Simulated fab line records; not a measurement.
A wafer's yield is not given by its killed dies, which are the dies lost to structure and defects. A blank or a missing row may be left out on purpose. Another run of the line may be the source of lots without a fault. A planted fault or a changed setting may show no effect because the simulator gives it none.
Split-lot experiment    flow n5_finfet    39 wafers read across 7 lots, on a route 1938 steps long

## ABOUT THE SPLIT
At N5_DUMMY_GATE_ETCH_37 (etches SOC in N2/H2, target depth 60 nm, overetch 30 nm), the setting source_w was moved away from the recipe's 840 W on 9 of the 39 wafers read, by -17.2% to +14.0%. The other wafers ran this setting at the recipe's value.

The reading is taken at the split's own step.

## THE READING
rf_vpp_V, in V, at N5_DUMMY_GATE_ETCH_37 (etches SOC in N2/H2, target depth 60 nm, overetch 30 nm). Typical for fault-free wafers on this fab line: 524.1 V, with standard deviation 2 V.

wafer   tool, chamber at the split  source_w as run, W  against the recipe  rf_vpp_V, V  against lot-mates on the recipe
L075.1  rie_diel-06, 0              840                 recipe              521.7        -
L075.2  rie_diel-06, 3              840                 recipe              526.5        -
L075.3  rie_diel-06, 1              840                 recipe              522.7        -
L075.4  rie_diel-06, 2              695.2               -17.2%              561.5        +37.9
L075.5  rie_diel-06, 0              695.2               -17.2%              555.2        +31.6
L075.6  rie_diel-06, 1              695.2               -17.2%              556.9        +33.3
L081.1  rie_diel-02, 2              840                 recipe              522.5        -
L081.2  rie_diel-02, 0              840                 recipe              526.8        -
L081.3  rie_diel-02, 3              840                 recipe              523.1        -
L081.4  rie_diel-02, 1              840                 recipe              522.3        -
L081.5  rie_diel-02, 2              840                 recipe              525.2        -
L081.6  rie_diel-02, 1              840                 recipe              522.6        -
L082.1  rie_diel-05, 1              957.3               +14.0%              503.8        -18.3
L082.2  rie_diel-05, 0              957.3               +14.0%              499.8        -22.3
L082.3  rie_diel-05, 3              840                 recipe              522.5        -
L082.4  rie_diel-05, 2              957.3               +14.0%              503.6        -18.5
L082.5  rie_diel-05, 3              840                 recipe              523.0        -
L082.6  rie_diel-05, 0              840                 recipe              520.7        -
L084.1  rie_diel-06, 0              840                 recipe              523.0        -
L084.2  rie_diel-06, 1              840                 recipe              523.1        -
L084.3  rie_diel-06, 2              840                 recipe              526.7        -
L084.4  rie_diel-06, 3              840                 recipe              525.8        -
L084.5  rie_diel-06, 3              840                 recipe              525.2        -
L084.6  rie_diel-06, 0              840                 recipe              521.0        -
L089.1  rie_diel-05, 0              840                 recipe              522.1        -
L089.2  rie_diel-05, 1              840                 recipe              525.6        -
L089.3  rie_diel-05, 3              840                 recipe              523.0        -
L089.4  rie_diel-05, 2              840                 recipe              525.3        -
L089.5  rie_diel-05, 2              840                 recipe              526.4        -
L089.6  rie_diel-05, 1              840                 recipe              526.8        -
L092.1  rie_diel-06, 0              840                 recipe              521.7        -
L092.3  rie_diel-06, 2              840                 recipe              526.7        -
L092.5  rie_diel-06, 0              840                 recipe              521.4        -
L097.1  rie_diel-05, 3              883.7               +5.2%               514.9        -9.1
L097.2  rie_diel-05, 0              883.7               +5.2%               513.2        -10.8
L097.3  rie_diel-05, 2              883.7               +5.2%               516.5        -7.5
L097.4  rie_diel-05, 1              840                 recipe              524.9        -
L097.5  rie_diel-05, 0              840                 recipe              524.2        -
L097.6  rie_diel-05, 3              840                 recipe              522.9        -

FIT RESULTS
A straight line over all 39 wafers: rf_vpp_V changes by -1.8 V for each +1% of source_w; r = -0.98; the points scatter about the line by 2.3 V.
The same after taking each lot's own level away (the mean of its wafers on the recipe; 39 wafers): -1.76 V for each +1%; r = -0.98; scatter 2.5 V.
On that fit, the largest move of source_w shifts the reading by 30 V.
Measured against the standard deviation above, the lots' own levels, which go from 522.07 to 524.87 V, span 1.4 times it.
The two slopes agree, so the slope changes little with the lot-to-lot level.
Check: +29.1 V against its lot-mates is what the line predicts for one of the wafers moved furthest among these (-17.2%) when that wafer is left out of the fit. It came out at +37.9 V against them.
Tool readings at the split's step, against how far the setting was moved: rf_vpp_V r = -0.98.

## OTHER SPLITS APPLIED TO THESE WAFERS
These wafers also went through other splits before the reading. Each is held against what the fit with the lots' levels taken away leaves over:
other split on the same wafers                wafers away from the commonest value  r with rf_vpp_V (lot level and that fit taken away)
N5_FIN_CUT_ETCH_21 time_s                     12                                    +0.20
N5_STI_FIN_REVEAL_ETCHBACK_08 target_depth_a  15                                    -0.35
N5_STI_FIN_REVEAL_OXIDATION_31 time_s         12                                    -0.32

## FILE'S OWN FIT
rf_vpp_V changes by -1.76 V for each +1% of source_w, r = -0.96.
